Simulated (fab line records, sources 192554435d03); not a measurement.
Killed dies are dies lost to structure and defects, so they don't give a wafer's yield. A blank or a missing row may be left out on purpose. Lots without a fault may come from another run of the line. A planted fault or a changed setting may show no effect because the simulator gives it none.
Chamber matching | flow n5_finfet | N5_BEOL_M2_DEP_57 on pecvd-01: 3 sister chambers
The step deposits SiCN from 3MS/NH3, target thk 8 nm, time 14 s. 6 wafers are shown with their chamber, then 10 later ones without.

WAFERS WITH THEIR CHAMBER
wafer  | chamber | throttle_valve_pct (%) | showerhead_plenum_p_Torr (Torr)
L087.1 | 0       | 9.6                    | 3.653
L087.3 | 1       | 9.1                    | 3.673
L087.4 | 0       | 9.2                    | 3.646
L087.6 | 1       | 9.2                    | 3.670
L092.3 | 2       | 8.7                    | 3.675
L092.4 | 2       | 8.5                    | 3.679

WAFERS WITHOUT THEIR CHAMBER
wafer  | throttle_valve_pct (%) | showerhead_plenum_p_Torr (Torr)
L092.5 | 9.1                    | 3.655
L091.2 | 8.5                    | 3.672
L091.4 | 8.5                    | 3.682
L091.6 | 9.6                    | 3.658
L096.1 | 8.6                    | 3.684
L096.2 | 9.3                    | 3.656
L096.4 | 9.4                    | 3.647
L097.1 | 8.6                    | 3.675
L097.2 | 9.2                    | 3.659
L097.4 | 8.6                    | 3.682

WHICH CHAMBER EACH WENT THROUGH
wafer  | from the rows above     | in truth
L092.5 | 0                       | 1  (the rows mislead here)
L091.2 | can't be placed: 2 or 1 | 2
L091.4 | 2                       | 2
L091.6 | can't be placed: 0 or 1 | 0
L096.1 | 2                       | 2
L096.2 | 0                       | 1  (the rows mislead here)
L096.4 | 0                       | 0
L097.1 | 2                       | 2
L097.2 | can't be placed: 0 or 1 | 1
L097.4 | 2                       | 2
Placed correctly: 5 of 10. Can't be placed from these rows: 3 (the true chamber is among the candidates in 3). Placed wrongly: 2.
How it was worked out, from the rows above alone: a wafer's distance from a chamber is the root of the sum, over the readings, of the square of ((its reading less the chamber's mean) divided by the reading's scatter). The wafer belongs to the nearest chamber; if the next one is less than 2 further off, it can't be placed. A chamber's mean is the mean of its shown wafers. The scatter: the root of (the sum of the squares of (reading less its chamber's mean) over the shown wafers, divided by (wafers less chambers)).
